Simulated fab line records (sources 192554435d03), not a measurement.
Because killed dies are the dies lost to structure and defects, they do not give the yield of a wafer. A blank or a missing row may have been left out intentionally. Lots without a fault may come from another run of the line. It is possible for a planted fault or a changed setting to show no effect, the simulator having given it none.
Chamber matching | flow n5_finfet | N5_BEOL_M14_VIA_ETCH_16 on rie_diel-02 has 4 sister chambers
The step etches SiO2 in C4F8/O2/Ar, target depth 1231.3 nm. 4 wafers are shown with their chamber, then 9 later ones without.

== WAFERS PAIRED WITH THEIR CHAMBERS ==
wafer  | chamber | drypump_motor_current_A (A)
L085.6 | 3       | 4.9
L087.1 | 1       | 5.7
L087.3 | 0       | 6.5
L087.6 | 2       | 5.6

== WAFERS WHOSE CHAMBER IS MISSING ==
wafer  | drypump_motor_current_A (A)
L092.2 | 4.9
L092.3 | 5.7
L092.4 | 6.5
L096.2 | 4.9
L096.3 | 5.7
L096.6 | 5.7
L097.1 | 6.4
L097.3 | 4.9
L097.4 | 5.6

== THE CHAMBER EACH PASSED THROUGH ==
wafer  | from the rows above | in truth
L092.2 | 3                   | 3
L092.3 | 1                   | 1
L092.4 | 0                   | 0
L096.2 | 3                   | 3
L096.3 | 1                   | 1
L096.6 | 1                   | 1
L097.1 | 0                   | 0
L097.3 | 3                   | 3
L097.4 | 2                   | 2
Correctly placed: 9 of 9. Not placeable from these rows: 0. 0 placed wrongly.
How it was worked out, from the rows above alone: a wafer's distance from a chamber is the root of the sum, over the readings, of the square of ((its reading less the chamber's mean) divided by the reading's scatter). The wafer belongs to the nearest chamber; if the next one is less than 2 further off, it can't be placed. For every chamber, the mean is computed from those of its wafers that are shown. The scatter: root of mean squared gap, hidden wafer to nearest shown wafer, with one shown wafer a chamber.
